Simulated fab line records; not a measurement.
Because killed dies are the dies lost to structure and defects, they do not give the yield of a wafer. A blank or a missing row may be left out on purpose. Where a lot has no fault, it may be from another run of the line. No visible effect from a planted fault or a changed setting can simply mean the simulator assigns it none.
Which tool is to blame?	flow n5_finfet	Sampling: 12 lots, 33 wafers, 5 of 1938 route steps

== WHAT THE GAUGES SHOWED, per wafer ==
N5_BEOL_M12_THK_MEAS_50: measures by xrf.
lot	measured	on	M12_THK (nm)
L881	day 11 03:17	film_metro-02	323 329 332
L880	day 11 07:54	film_metro-02	322 324 325
L883	day 11 08:59	film_metro-01	327 323 323
L885	day 11 20:57	film_metro-01	316 316 320
L886	day 12 07:51	film_metro-01	312 319 322
L888	day 12 14:34	film_metro-02	315 319
L889	day 13 00:17	film_metro-02	316 316 320
L890	day 13 07:25	film_metro-01	330 322 328
L893	day 13 19:09	film_metro-02	318 319 324
L891	day 13 21:51	film_metro-02	327 322 317
L892	day 14 07:04	film_metro-02	316 315
L896	day 14 20:37	film_metro-01	324 330

N5_BEOL_M12_INSPECT_55: inspects for defects (darkfield).
lot	measured	on	raw_defect_count
L881	day 11 03:28	defect_inspect-02	66 72 87
L880	day 11 08:03	defect_inspect-02	75 80 86
L883	day 11 09:08	defect_inspect-02	92 82 44
L885	day 11 21:06	defect_inspect-02	70 78 44
L886	day 12 08:00	defect_inspect-01	40 46 42
L888	day 12 14:43	defect_inspect-02	81 71
L889	day 13 00:26	defect_inspect-01	49 38 42
L890	day 13 07:34	defect_inspect-02	41 51 66
L893	day 13 19:18	defect_inspect-01	62 104 74
L891	day 13 22:00	defect_inspect-02	63 103 53
L892	day 14 07:13	defect_inspect-02	117 77
L896	day 14 20:46	defect_inspect-01	62 70

== TOOL THAT RAN EACH LOT (tool first, then ch and the chambers of the sampled wafers, then the start) ==
lot	N5_BEOL_M12_PRE_CLEAN_42	N5_BEOL_M12_SPUTTER_43	N5_BEOL_M12_CMP_49
L881	pvd_sputter-03, day 11 02:14	pvd_sputter-03, day 11 02:16	cmp-03 ch 0,2, day 11 02:59
L880	pvd_sputter-01, day 11 06:51	pvd_sputter-01, day 11 06:53	cmp-03 ch 0,1, day 11 07:37
L883	pvd_sputter-01, day 11 07:47	pvd_sputter-01, day 11 07:50	cmp-01 ch 0,1,2, day 11 08:46
L885	pvd_sputter-02, day 11 19:54	pvd_sputter-02, day 11 19:56	cmp-04 ch 0,2,3, day 11 20:42
L886	pvd_sputter-01, day 12 06:38	pvd_sputter-01, day 12 06:41	cmp-01 ch 0,1,2, day 12 07:38
L888	pvd_sputter-01, day 12 13:29	pvd_sputter-01, day 12 13:32	cmp-04 ch 1,3, day 12 14:18
L889	pvd_sputter-02, day 12 23:14	pvd_sputter-02, day 12 23:16	cmp-04 ch 0,1,2, day 13 00:02
L890	pvd_sputter-01, day 13 06:21	pvd_sputter-01, day 13 06:23	cmp-04 ch 0,3, day 13 07:07
L893	pvd_sputter-01, day 13 18:05	pvd_sputter-01, day 13 18:08	cmp-04 ch 0,2,3, day 13 18:56
L891	pvd_sputter-02, day 13 20:47	pvd_sputter-02, day 13 20:49	cmp-01 ch 1,2, day 13 21:33
L892	pvd_sputter-01, day 14 05:59	pvd_sputter-01, day 14 06:01	cmp-04 ch 2,3, day 14 06:46
L896	pvd_sputter-01, day 14 19:34	pvd_sputter-01, day 14 19:37	cmp-03 ch 0, day 14 20:21
- N5_BEOL_M12_PRE_CLEAN_42: time 30 s.
- N5_BEOL_M12_SPUTTER_43: material TaN, target thk 15 nm, time 24.19 s.
- N5_BEOL_M12_CMP_49: polishes, stops on SiOC, t overpolish 20.6 s, target thk 320 nm.

== WHAT THE TOOLS THEMSELVES READ (means of the sampled wafers that have a number; where no wafer has one, the mark that the record gives instead) ==
N5_BEOL_M12_PRE_CLEAN_42.
lot	tool	heater_power_w (W)
L881	pvd_sputter-03	341
L880	pvd_sputter-01	366
L883	pvd_sputter-01	340
L885	pvd_sputter-02	376
L886	pvd_sputter-01	366
L888	pvd_sputter-01	310
L889	pvd_sputter-02	364
L890	pvd_sputter-01	330
L893	pvd_sputter-01	348
L891	pvd_sputter-02	365
L892	pvd_sputter-01	353
L896	pvd_sputter-01	331

N5_BEOL_M12_SPUTTER_43.
lot	tool	throttle_valve_pct (%)
L881	pvd_sputter-03	30.1
L880	pvd_sputter-01	28.9
L883	pvd_sputter-01	30.3
L885	pvd_sputter-02	29.8
L886	pvd_sputter-01	29.2
L888	pvd_sputter-01	29.0
L889	pvd_sputter-02	29.0
L890	pvd_sputter-01	29.4
L893	pvd_sputter-01	29.9
L891	pvd_sputter-02	31.4
L892	pvd_sputter-01	29.5
L896	pvd_sputter-01	28.2

N5_BEOL_M12_CMP_49.
lot	tool	barrier_field_endpoint_s (s)	motor_current_A (A)	retaining_ring_pressure_frac
L881	cmp-03	30.8	5.9	0.997
L880	cmp-03	30.9	5.8	0.995
L883	cmp-01	30.2	6.5	1.002
L885	cmp-04	30.8	5.4	0.999
L886	cmp-01	30.3	6.6	0.996
L888	cmp-04	32.0	6.0	0.996
L889	cmp-04	31.7	5.4	0.996
L890	cmp-04	30.6	5.8	0.998
L893	cmp-04	30.2	5.4	1.001
L891	cmp-01	30.1	6.5	0.997
L892	cmp-04	32.0	5.8	0.992
L896	cmp-03	32.2	5.4	1.004

== THE ANSWER, worked out from the rows above alone ==
Rule: the usual values come from the lots themselves. The widest of any qualifying gaps counts: lots, ordered by their means at a reading, are off when they make up no more than a third of the lots, leave a main group of 4 or more, and stand apart from it by 3 or more times the standard deviation of that group's means. If all means in a main group match to the digits the tables above print for the reading, that group is not used. Also off: a lot with no number at a reading for which 4 or more lots have one. Any other lot the step has rows for is counted as sound. The gauges are gone through in route order, then the tools' own readings, and for those a lot's mean is taken as printed above. At the first step where some lot is off, the reading lying furthest off is the one used; lots without a number count as furthest.
None of the lots is off at any reading shown; this tells nothing.

== WHAT WAS PUT IN BY THE SIMULATOR ==
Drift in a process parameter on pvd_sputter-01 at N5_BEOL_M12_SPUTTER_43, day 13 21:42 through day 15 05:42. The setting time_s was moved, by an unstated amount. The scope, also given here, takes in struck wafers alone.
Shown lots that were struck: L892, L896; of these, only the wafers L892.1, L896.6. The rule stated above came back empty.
